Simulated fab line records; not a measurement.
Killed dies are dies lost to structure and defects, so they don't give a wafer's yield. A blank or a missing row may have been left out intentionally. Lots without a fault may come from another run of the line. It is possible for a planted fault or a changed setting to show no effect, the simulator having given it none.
fab line records	flow n5_finfet
record: lots: 7	wafers: 39
route steps=1938 shown FIN_SAQP@96 SD_EPI_N@278 BEOL_M0_SAQP@676 BEOL_M0_CUTY@711 BEOL_M0@715
start_h: the number of hours between the record's first day and the start of the first shown wafer of the lot	wait_h: hours since the lot's step before	" identical to the entry in the row above	L1.1+2: a single row standing in for several wafers	- either no value or no given start	* or withheld: withheld	< > ~ a bound
route shown NAME@n: names a module that has steps shown in the file, with the first one's number in the route	usual: mean/standard deviation of fault-free wafers	same: alike in all rows	chamber/n: place in a boat	sites: the reading at each site	_std_site: standard deviation across them	_edge_site: outer sites' mean less inner sites'	radius_mm: how far each site lies from the wafer's centre	mask NAME#n: copy n	behind: tool/chamber where the wafer was last shaped	hold: what put the lot on hold/how long, in hours/how the hold closed	device: whichever transistor did not switch (one of n, p or np)	end of line: tests of these same wafers at the route's end	step lacking rows: just its recipe	killed: not the wafer's yield, but the dies lost to structure and defects at the first sort	map: the dies of a wafer, with x for killed, . for not killed, _ for no die there
set.NAME: the setting the step ran with; set.NAME@STEP: the setting that earlier step ran with	model.NAME: the simulator's own value behind a step, which no gauge read
one table per step and one row per wafer, for lots whose settings were changed on purpose
== steps ==
step: N5_FIN_SAQP_HM_DEP_03
recipe: material: SiNx	target_thk_a: 380	temp_c: 400	precursor: SiH4/NH3/N2	pressure_torr: 1.5	rf_w: 300	time_s: 33.6
lot.wafer	tool	chamber	start_h	wait_h	set.time_s	model.SiNx_of_FIN_SAQP_HM_DEP_03.thk_nm
L074.1	pecvd-03	2	22.75	0.3	33.6	37.91
L074.2	"	0	"	"	40.64	45.73
L074.3	"	1	"	"	33.6	37.97
L074.4	"	0	"	"	40.64	46.54
L074.5	"	2	"	"	40.64	46.4
L074.6	"	1	"	"	33.6	38.43
L076.1	pecvd-02	0	32.77	0.2	48.39	53.38
L076.2	"	1	"	"	33.6	37
L076.3	"	0	"	"	48.39	54.8
L076.4	"	1	"	"	33.6	37.92
L076.5	"	1	"	"	33.6	37.71
L076.6	"	0	"	"	48.39	54.52
L078.1	pecvd-01	1	45.16	0.2	33.6	37.75
L078.2	"	2	"	"	33.6	37.48
L078.3	"	0	"	"	43.54	48.45
L078.4	"	1	"	"	33.6	38.58
L078.5	"	2	"	"	43.54	49.45
L078.6	"	0	"	"	43.54	48.93
L081.3	pecvd-03	2	63.79	0.1	33.6	37.47
L081.4	"	1	"	"	33.6	38.39
L081.6	"	0	"	"	33.6	38.52
L085.1	pecvd-02	2	88.73	0.2	33.6	37.61
L085.2	"	0	"	"	33.6	37.76
L085.3	"	1	"	"	33.6	38.25
L085.4	"	2	"	"	33.6	38.36
L085.5	"	1	"	"	33.6	38.49
L085.6	"	0	"	"	33.6	38.67
L087.1	pecvd-01	0	100.21	0.2	33.6	37.59
L087.2	"	2	"	"	44.79	50.14
L087.3	"	1	"	"	44.79	50.47
L087.4	"	1	"	"	33.6	38.87
L087.5	"	0	"	"	33.6	38.32
L087.6	"	2	"	"	44.79	51.95
L093.1	pecvd-02	1	137.77	0.2	33.6	37.57
L093.2	"	0	"	"	17.78	19.52
L093.3	"	2	"	"	33.6	37.32
L093.4	"	2	"	"	17.78	19.47
L093.5	"	0	"	"	33.6	38.32
L093.6	"	1	"	"	17.78	20.08
step: N5_FIN_SAQP_THK_MEAS_05
usual: thk_nm: 37.9/0.52
lot.wafer	tool	chamber	start_h	wait_h	set.time_s@FIN_SAQP_HM_DEP_03	thk_nm
L074.1	film_metro-02	-	22.84	0.1	33.6	37.9
L074.2	"	-	"	"	40.64	45.7
L074.3	"	-	"	"	33.6	38.0
L074.4	"	-	"	"	40.64	46.6
L074.5	"	-	"	"	40.64	46.4
L074.6	"	-	"	"	33.6	38.4
L076.1	film_metro-01	-	32.89	0.1	48.39	53.4
L076.2	"	-	"	"	33.6	37.0
L076.3	"	-	"	"	48.39	54.8
L076.4	"	-	"	"	33.6	37.9
L076.5	"	-	"	"	33.6	37.7
L076.6	"	-	"	"	48.39	54.5
L078.1	film_metro-01	-	45.25	0.1	33.6	37.8
L078.2	"	-	"	"	33.6	37.5
L078.3	"	-	"	"	43.54	48.5
L078.4	"	-	"	"	33.6	38.6
L078.5	"	-	"	"	43.54	49.5
L078.6	"	-	"	"	43.54	48.9
L081.3	film_metro-01	-	63.88	0.1	33.6	37.5
L081.4	"	-	"	"	33.6	38.3
L081.6	"	-	"	"	33.6	38.5
L085.1	film_metro-01	-	88.81	0.1	33.6	37.6
L085.2	"	-	"	"	33.6	37.8
L085.3	"	-	"	"	33.6	38.2
L085.4	"	-	"	"	33.6	38.4
L085.5	"	-	"	"	33.6	38.4
L085.6	"	-	"	"	33.6	38.7
L087.1	film_metro-02	-	100.29	0.1	33.6	37.6
L087.2	"	-	"	"	44.79	50.1
L087.3	"	-	"	"	44.79	50.5
L087.4	"	-	"	"	33.6	38.9
L087.5	"	-	"	"	33.6	38.4
L087.6	"	-	"	"	44.79	52.0
L093.1	film_metro-01	-	137.86	0.1	33.6	37.6
L093.2	"	-	"	"	17.78	19.5
L093.3	"	-	"	"	33.6	37.3
L093.4	"	-	"	"	17.78	19.5
L093.5	"	-	"	"	33.6	38.3
L093.6	"	-	"	"	17.78	20.1
step: N5_FIN_SAQP_PECVD_47
recipe: material: a-Si	target_thk_a: 450	temp_c: 400	precursor: SiH4/He	pressure_torr: 3	rf_w: 100	time_s: 36.3
step: N5_FIN_SAQP_PECVD_48
recipe: material: SiNx	target_thk_a: 250	temp_c: 400	precursor: SiH4/NH3/N2	pressure_torr: 1.5	rf_w: 300	time_s: 22.1
step: N5_FIN_SAQP_MANDREL2_REMOVE_60
recipe: chemistry: HBr/Cl2/O2	bt_time_s: 10	target: a-Si	stop_on: SiNx	endpoint: OES-SiCl	over_etch_frac: 1	icp_w: 600	bias_w: 22	HBr_flow_sccm: 150	Cl2_flow_sccm: 80	O2_flow_sccm: 5	pressure_mtorr: 10
step: N5_FIN_SAQP_HM_OPEN_33
recipe: chemistry: CH3F/O2	target: SiNx	mask_material: SiO2	target_depth_a: 494	time_s: 70.6	pressure_mtorr: 30	source_w: 395	bias_w: 73	Ar_flow_sccm: 150	CH3F_flow_sccm: 30	O2_flow_sccm: 20	ion_energy_ev: 120	ends: cleared
usual: etch_rf_on_time_s: 68.3/1.3
lot.wafer	tool	chamber	start_h	wait_h	set.time_s@FIN_SAQP_HM_DEP_03	etch_rf_on_time_s	model.etch.depth_nm
L074.1	rie_diel-06	3	27.73	0.0	33.6	68.6	37.28
L074.2	"	1	"	"	40.64	84.7	45
L074.3	"	2	"	"	33.6	69.0	37.34
L074.4	"	0	"	"	40.64	84.7	45.9
L074.5	"	2	"	"	40.64	85.0	45.76
L074.6	"	1	"	"	33.6	70.5	37.7
L076.1	rie_diel-06	2	38.24	0.1	48.39	97.8	52.76
L076.2	"	1	"	"	33.6	68.9	36.37
L076.3	"	3	"	"	48.39	100.2	54.07
L076.4	"	2	"	"	33.6	69.0	37.28
L076.5	"	3	"	"	33.6	69.2	37.08
L076.6	"	1	"	"	48.39	102.7	53.89
L078.1	rie_diel-05	0	50.35	0.0	33.6	68.3	37.12
L078.2	"	1	"	"	33.6	68.8	36.79
L078.3	"	3	"	"	43.54	87.9	47.82
L078.4	"	3	"	"	33.6	69.1	37.95
L078.5	"	1	"	"	43.54	91.7	48.82
L078.6	"	0	"	"	43.54	89.6	48.31
L081.3	rie_diel-01	3	70.40	0.0	33.6	67.2	36.83
L081.4	"	0	"	"	33.6	68.6	37.76
L081.6	"	1	"	"	33.6	68.3	37.79
L085.1	rie_diel-05	2	93.69	0.0	33.6	67.5	36.97
L085.2	"	0	"	"	33.6	68.5	37.14
L085.3	"	1	"	"	33.6	68.0	37.63
L085.4	"	3	"	"	33.6	68.8	37.63
L085.5	"	3	"	"	33.6	70.0	37.86
L085.6	"	0	"	"	33.6	68.9	37.94
L087.1	rie_diel-05	3	105.57	0.0	33.6	67.4	36.96
L087.2	"	0	"	"	44.79	90.4	49.41
L087.3	"	1	"	"	44.79	90.7	49.84
L087.4	"	2	"	"	33.6	69.4	38.23
L087.5	"	2	"	"	33.6	68.2	37.59
L087.6	"	3	"	"	44.79	93.8	51.31
L093.1	rie_diel-05	2	143.81	0.5	33.6	67.0	36.95
L093.2	"	0	"	"	17.78	34.7	18.82
L093.3	"	3	"	"	33.6	67.2	36.7
L093.4	"	1	"	"	17.78	34.2	18.84
L093.5	"	1	"	"	33.6	67.7	37.62
L093.6	"	2	"	"	17.78	35.3	19.45
step: N5_SD_EPI_N_ETCH_45
recipe: chemistry: CH3F/O2	target: SiOCN	target_depth_a: 60	mask_material: SOC	ion_energy_ev: 60	bias_w: 29	pressure_mtorr: 15	source_w: 410	Ar_flow_sccm: 150	CH3F_flow_sccm: 30	O2_flow_sccm: 20
lot.wafer	tool	chamber	start_h	wait_h	set.target_depth_a	model.etch.depth_nm
L074.1	rie_diel-01	2	51.64	0.1	43.73	4.404
L074.2	"	1	"	"	43.73	4.473
L074.3	"	0	"	"	60	6.039
L074.4	"	3	"	"	43.73	4.306
L074.5	"	3	"	"	60	5.971
L074.6	"	2	"	"	60	5.989
L076.1	rie_diel-01	2	61.85	0.1	60	6.041
L076.2	"	1	"	"	60	6.189
L076.3	"	3	"	"	30.51	3.039
L076.4	"	0	"	"	30.51	3.089
L076.5	"	1	"	"	60	6.132
L076.6	"	0	"	"	30.51	3.069
L078.1	rie_diel-06	1	72.57	0.1	93.41	9.182
L078.2	"	3	"	"	60	6.018
L078.3	"	0	"	"	93.41	9.325
L078.4	"	2	"	"	60	6.037
L078.5	"	3	"	"	60	6.057
L078.6	"	2	"	"	93.41	9.422
L081.3	rie_diel-01	1	95.02	0.1	60	6.204
L081.4	"	0	"	"	60	6.068
L081.6	"	3	"	"	60	6.074
L085.1	rie_diel-01	1	116.70	0.1	60	6.102
L085.2	"	2	"	"	60	6.152
L085.3	"	0	"	"	82.57	8.396
L085.4	"	3	"	"	82.57	8.283
L085.5	"	1	"	"	60	6.127
L085.6	"	0	"	"	82.57	8.378
L087.1	rie_diel-05	1	129.15	0.1	60	6.196
L087.2	"	2	"	"	60	6.162
L087.3	"	0	"	"	95.33	9.721
L087.4	"	3	"	"	95.33	9.713
L087.5	"	0	"	"	95.33	9.657
L087.6	"	1	"	"	60	6.236
L093.1	rie_diel-01	1	166.73	0.1	73	7.411
L093.2	"	0	"	"	73	7.423
L093.3	"	2	"	"	60	6.146
L093.4	"	3	"	"	73	7.352
L093.5	"	1	"	"	60	6.098
L093.6	"	2	"	"	60	6.187
step: N5_BEOL_M0_SAQP_SPACER2_ALD_26
recipe: material: SiO2	target_thk_a: 150	temp_c: 300	ald_precursor_family: BDEAS	ald_co_reactant: O2-plasma	pulse_time_s: 1	purge_time_s: 2	co_reactant_purge_time_s: 2	pressure_torr: 2
lot.wafer	tool	chamber	start_h	wait_h	set.target_thk_a	model.SiO2_of_BEOL_M0_SAQP_SPACER2_ALD_26.thk_nm
L074.1+5+6	ald_sin-03	2,1,2	134.48	0.5	150	15
L074.2+3+4	"	1,0,3	"	"	203.7	20.4
L076.1	ald_sin-01	3	137.54	1.9	150	15.2
L076.2+3+4+5+6	"	1,2,0,0,1	"	"	150	15
L078.1+3+5	ald_sin-02	3,1,1	137.84	1.9	150	15
L078.2+4+6	"	2,0,0	"	"	193.7	19.4
L081.3+4	ald_sin-03	0	156.86	0.1	150	15
L081.6	"	3	"	"	150	15.2
L085.1+3+4	ald_sin-02	3,1,0	182.97	0.1	150	15
L085.2+5	"	2,0	"	"	64.91	6.4
L085.6	"	3	"	"	64.91	6.6
L087.1+3+6	ald_sin-02	1,3,0	194.52	0.1	150	15
L087.2+4+5	"	2,0,3	"	"	214.7	21.4
L093.1+3	ald_sin-02	1,3	226.45	0.1	184.9	18.4
L093.2	"	2	"	"	150	14.8
L093.4	"	0	"	"	184.9	18.6
L093.5+6	"	3,2	"	"	150	15
step: N5_BEOL_M0_SAQP_SPACER2_ETCHBACK_27
recipe: chemistry: CHF3/O2	mode: anisotropic_etchback	target: SiO2	target_depth_a: 225	time_s: 11.25	pressure_mtorr: 30	source_w: 650	bias_w: 170	Ar_flow_sccm: 200	CHF3_flow_sccm: 50	O2_flow_sccm: 5	ion_energy_ev: 200
step: N5_BEOL_M0_SAQP_MANDREL2_REMOVE_110
recipe: chemistry: HBr/Cl2/O2	bt_time_s: 10	target: a-Si	stop_on: SiCN	endpoint: OES-SiCl	over_etch_frac: 1	icp_w: 600	bias_w: 30	HBr_flow_sccm: 150	Cl2_flow_sccm: 80	O2_flow_sccm: 5	pressure_mtorr: 10
lot.wafer	tool	chamber	start_h	wait_h	set.target_thk_a@BEOL_M0_SAQP_SPACER2_ALD_26	model.SiO2_of_BEOL_M0_SAQP_SPACER2_ALD_26.thk_nm	model.BEOL_M0_SAQP.cd_nm
L074.1+6	rie_si-02	0,2	135.14	0.1	150	10.6	15
L074.2	"	1	"	"	203.7	16	20.2
L074.3+4	"	2,3	"	"	203.7	16	20.4
L074.5	"	3	"	"	150	10.6	14.8
L076.1	rie_si-01	3	138.18	0.1	150	10.6	15.2
L076.2+4+6	"	1,0,3	"	"	150	10.6	15
L076.3+5	"	0,1	"	"	150	10.6	14.8
L078.1	rie_si-04	0	138.48	0.1	150	10.6	15
L078.2+4+6	"	1,3,1	"	"	193.7	15	19.4
L078.3+5	"	2	"	"	150	10.6	15.2
L081.3+4	rie_si-04	0,3	157.50	0.1	150	10.6	15
L081.6	"	1	"	"	150	10.8	15
L085.1+3+4	rie_si-01	0,1,2	183.65	0.1	150	10.6	15
L085.2	"	3	"	"	64.91	2.8	6.6
L085.5	"	0	"	"	64.91	2.8	6.4
L085.6	"	1	"	"	64.91	3	6.6
L087.1+3+6	rie_si-02	0,1,3	195.22	0.1	150	10.6	15
L087.2	"	3	"	"	214.7	17	21.6
L087.4+5	"	2,0	"	"	214.7	17	21.4
L093.1	rie_si-01	0	227.09	0.1	184.9	14	18.4
L093.2+5	"	3,0	"	"	150	10.4	15
L093.3	"	1	"	"	184.9	14	18.6
L093.4	"	3	"	"	184.9	14.2	18.6
L093.6	"	1	"	"	150	10.6	15
step: N5_BEOL_M0_SAQP_CD_MEAS_29
recipe: target_cd_nm: 14.4	landing_energy_ev: 1000	detector: se_inlens
usual: cd_nm: 15.01/0.2
lot.wafer	tool	chamber	start_h	wait_h	set.target_thk_a@BEOL_M0_SAQP_SPACER2_ALD_26	cd_nm
L074.1	cd_sem-02	0	135.25	0.1	150	15.20
L074.2	"	0	"	"	203.7	20.49
L074.3	"	0	"	"	203.7	20.30
L074.4	"	0	"	"	203.7	20.22
L074.5	"	0	"	"	150	14.88
L074.6	"	0	"	"	150	15.16
L076.1	cd_sem-03	0	138.29	0.1	150	14.96
L076.2	"	0	"	"	150	14.53
L076.3	"	0	"	"	150	15.11
L076.4	"	0	"	"	150	14.79
L076.5	"	0	"	"	150	14.88
L076.6	"	0	"	"	150	14.95
L078.1	cd_sem-03	0	138.59	0.1	150	15.12
L078.2	"	0	"	"	193.7	19.60
L078.3	"	0	"	"	150	15.15
L078.4	"	0	"	"	193.7	19.70
L078.5	"	0	"	"	150	15.26
L078.6	"	0	"	"	193.7	19.48
L081.3	cd_sem-01	0	157.61	0.1	150	15.18
L081.4	"	0	"	"	150	14.67
L081.6	"	0	"	"	150	15.14
L085.1	cd_sem-01	0	183.76	0.1	150	15.55
L085.2	"	0	"	"	64.91	6.76
L085.3	"	0	"	"	150	14.82
L085.4	"	0	"	"	150	14.80
L085.5	"	0	"	"	64.91	6.52
L085.6	"	0	"	"	64.91	6.58
L087.1	cd_sem-03	0	195.33	0.1	150	14.79
L087.2	"	0	"	"	214.7	21.64
L087.3	"	0	"	"	150	15.08
L087.4	"	0	"	"	214.7	21.31
L087.5	"	0	"	"	214.7	21.39
L087.6	"	0	"	"	150	15.06
L093.1	cd_sem-02	0	227.20	0.1	184.9	18.22
L093.2	"	0	"	"	150	14.96
L093.3	"	0	"	"	184.9	18.78
L093.4	"	0	"	"	184.9	18.64
L093.5	"	0	"	"	150	14.59
L093.6	"	0	"	"	150	15.20
step: N5_BEOL_M0_SAQP_COAT_69
recipe: resist: SOC	temp_c: 250	time_s: 60	spin_rpm: 1500	resist_thk_nm: 90
step: N5_BEOL_M0_SAQP_COAT_72
recipe: resist: SiARC	temp_c: 220	time_s: 60	spin_rpm: 1500	resist_thk_nm: 15
step: N5_BEOL_M0_CUTY_DESCUM_61
recipe: chemistry: O2	time_s: 7.9	source_power_w: 50	bias_power_w: 20	pressure_mtorr: 20	rf_frequency_hz: 2.712e+07	temp_c: 40	resist: CAR-ArF-block	o2_flow_sccm: 225
step: N5_BEOL_M0_CUTY_ETCH_62
recipe: chemistry: CF4	target: SiARC	mask_material: CAR-ArF-block	time_s: 58.5	ion_energy_ev: 80	pressure_mtorr: 40	source_w: 545	bias_w: 36	Ar_flow_sccm: 100	cf4_flow_sccm: 100	ends: cleared
step: N5_BEOL_M0_CUTY_ETCH_63
recipe: chemistry: N2/H2	target: SOC	target_depth_a: 827	overetch_a: 165	mask_material: SiARC	temp_c: 40	ion_energy_ev: 200	time_s: 124	pressure_mtorr: 30	source_w: 840	bias_w: 150	n2_flow_sccm: 200	h2_flow_sccm: 200
lot.wafer	tool	chamber	start_h	wait_h	set.target_thk_a@BEOL_M0_SAQP_SPACER2_ALD_26	model.SiO2_of_BEOL_M0_SAQP_SPACER2_ALD_26.thk_nm
L074.1+5	rie_diel-01	3	139.02	0.0	150	7.2
L074.2	"	2	"	"	203.7	12.2
L074.3+4	"	0,1	"	"	203.7	12.4
L074.6	"	2	"	"	150	7
L076.1+6	rie_diel-05	1,3	141.54	0.0	150	7.2
L076.2+3+4+5	"	3,0,2,2	"	"	150	7
L078.1	rie_diel-01	1	142.40	0.0	150	7
L078.2+4+6	"	0,2,2	"	"	193.7	11.4
L078.3+5	"	3,1	"	"	150	7.2
L081.3+4	rie_diel-05	2,3	159.79	0.0	150	7
L081.6	"	3	"	"	150	7.2
L085.1+3+4	rie_diel-06	2,1,1	186.87	0.0	150	7.2
L085.2+5+6	"	0,2,0	"	"	64.91	1.4
L087.1	rie_diel-01	3	197.26	0.0	150	7.2
L087.2+4+5	"	1,0,1	"	"	214.7	13.4
L087.3	"	2	"	"	150	7
L087.6	"	2	"	"	150	6.8
L093.1	rie_diel-05	1	229.32	0.0	184.9	10.4
L093.2+5+6	"	0,0,1	"	"	150	7
L093.3+4	"	3,2	"	"	184.9	10.6
step: N5_BEOL_M0_CUTY_STRIP_64
recipe: chemistry: N2/H2	temp_c: 40	n2_flow_sccm: 200	h2_flow_sccm: 200	rf_frequency_hz: 6e+07
step: N5_BEOL_M0_ETCH_138
recipe: chemistry: CH3F/O2	target_depth_a: 120	target: SiCN	time_s: 31.6	ion_energy_ev: 120	pressure_mtorr: 30	source_w: 395	bias_w: 75	Ar_flow_sccm: 150	CH3F_flow_sccm: 30	O2_flow_sccm: 20	ends: cleared
lot.wafer	tool	chamber	start_h	wait_h	set.target_thk_a@BEOL_M0_SAQP_SPACER2_ALD_26	model.SiO2_of_BEOL_M0_SAQP_SPACER2_ALD_26.thk_nm
L074.1+5	rie_diel-01	3	139.15	0.0	150	5.2
L074.2	"	2	"	"	203.7	10.2
L074.3+4	"	0,1	"	"	203.7	10.4
L074.6	"	2	"	"	150	5
L076.1+2+3+6	rie_diel-05	1,3,0,3	141.67	0.0	150	5.2
L076.4+5	"	2	"	"	150	5
L078.1+3+5	rie_diel-01	1,3,1	142.53	0.0	150	5.2
L078.2	"	0	"	"	193.7	9.6
L078.4	"	2	"	"	193.7	9.4
L078.6	"	2	"	"	193.7	9.2
L081.3	rie_diel-05	2	159.91	0.0	150	5
L081.4+6	"	3	"	"	150	5.2
L085.1+3	rie_diel-06	2,1	187.00	0.0	150	5.2
L085.2+5+6	"	0,2,0	"	"	64.91	0.6
L085.4	"	1	"	"	150	5.4
L087.1	rie_diel-01	3	197.38	0.0	150	5.2
L087.2+4	"	1,0	"	"	214.7	11.6
L087.3	"	2	"	"	150	5
L087.5	"	1	"	"	214.7	11.4
L087.6	"	2	"	"	150	4.8
L093.1+3	rie_diel-05	1,3	229.44	0.0	184.9	8.6
L093.2+5+6	"	0,0,1	"	"	150	5
L093.4	"	2	"	"	184.9	8.4
step: N5_BEOL_M0_HM_OPEN_105
recipe: chemistry: Cl2/BCl3	target_depth_a: 120	target: TiN	ion_energy_ev: 150	pressure_mtorr: 10	icp_w: 1000	bias_w: 126	Cl2_flow_sccm: 53.25	bcl3_flow_sccm: 21.75	Ar_flow_sccm: 25
lot.wafer	tool	chamber	start_h	wait_h	set.target_thk_a@BEOL_M0_SAQP_SPACER2_ALD_26	model.SiO2_of_BEOL_M0_SAQP_SPACER2_ALD_26.thk_nm
L074.1	rie_metal-01	0	140.41	1.2	150	2.8
L074.2	"	1	"	"	203.7	7.8
L074.3	"	0	"	"	203.7	8.2
L074.4	"	1	"	"	203.7	8
L074.5+6	"	1,0	"	"	150	2.6
L076.1+2+3+6	rie_metal-03	0,1,1,0	141.77	0.1	150	2.8
L076.4	"	0	"	"	150	2.4
L076.5	"	1	"	"	150	2.6
L078.1+3+5	rie_metal-03	1	142.65	0.1	150	2.8
L078.2	"	0	"	"	193.7	7
L078.4+6	"	0	"	"	193.7	6.8
L081.3	rie_metal-02	0	163.12	3.2	150	2.6
L081.4+6	"	1	"	"	150	2.8
L085.1	rie_metal-01	0	189.35	2.3	150	2.8
L085.2+5+6	"	0	"	"	64.91	0.4
L085.3+4	"	0	"	"	150	3
L087.1	rie_metal-01	0	198.75	1.3	150	2.8
L087.2+4+5	"	1	"	"	214.7	9
L087.3	"	0	"	"	150	2.6
L087.6	"	0	"	"	150	2.4
L093.1+4	rie_metal-03	0	231.91	2.4	184.9	6
L093.2+5	"	1	"	"	150	2.6
L093.3	"	1	"	"	184.9	6.2
L093.6	"	0	"	"	150	2.4
== key ==
split: step: N5_FIN_SAQP_HM_DEP_03	setting: time_s	stated: 33.6	by: wafer
response: step: N5_FIN_SAQP_HM_DEP_03	reading: model.SiNx_of_FIN_SAQP_HM_DEP_03.thk_nm	change: +0.38	per: 1%	r: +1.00
response: step: N5_FIN_SAQP_THK_MEAS_05	reading: thk_nm	change: *	per: 1%	r: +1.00
response: step: N5_FIN_SAQP_HM_OPEN_33	reading: etch_rf_on_time_s	change: *	per: 1%	r: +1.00
response: step: N5_FIN_SAQP_HM_OPEN_33	reading: model.etch.depth_nm	change: +0.38	per: 1%	r: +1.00
split: step: N5_SD_EPI_N_ETCH_45	setting: target_depth_a	stated: 60	by: wafer
response: step: N5_SD_EPI_N_ETCH_45	reading: model.etch.depth_nm	change: +0.0597	per: 1%	r: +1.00
split: step: N5_BEOL_M0_SAQP_SPACER2_ALD_26	setting: target_thk_a	stated: 150	by: wafer
response: step: N5_BEOL_M0_SAQP_SPACER2_ALD_26	reading: model.SiO2_of_BEOL_M0_SAQP_SPACER2_ALD_26.thk_nm	change: +0.15	per: 1%	r: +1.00
response: step: N5_BEOL_M0_SAQP_MANDREL2_REMOVE_110	reading: model.SiO2_of_BEOL_M0_SAQP_SPACER2_ALD_26.thk_nm	change: +0.145	per: 1%	r: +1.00
response: step: N5_BEOL_M0_SAQP_MANDREL2_REMOVE_110	reading: model.BEOL_M0_SAQP.cd_nm	change: +0.15	per: 1%	r: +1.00
response: step: N5_BEOL_M0_SAQP_CD_MEAS_29	reading: cd_nm	change: +0.15	per: 1%	r: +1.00
response: step: N5_BEOL_M0_CUTY_ETCH_63	reading: model.SiO2_of_BEOL_M0_SAQP_SPACER2_ALD_26.thk_nm	change: +0.129	per: 1%	r: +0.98
response: step: N5_BEOL_M0_ETCH_138	reading: model.SiO2_of_BEOL_M0_SAQP_SPACER2_ALD_26.thk_nm	change: +0.121	per: 1%	r: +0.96
response: step: N5_BEOL_M0_HM_OPEN_105	reading: model.SiO2_of_BEOL_M0_SAQP_SPACER2_ALD_26.thk_nm	shape: bent	at_lowest: 0.4	at_stated: 2.708	at_highest: 9
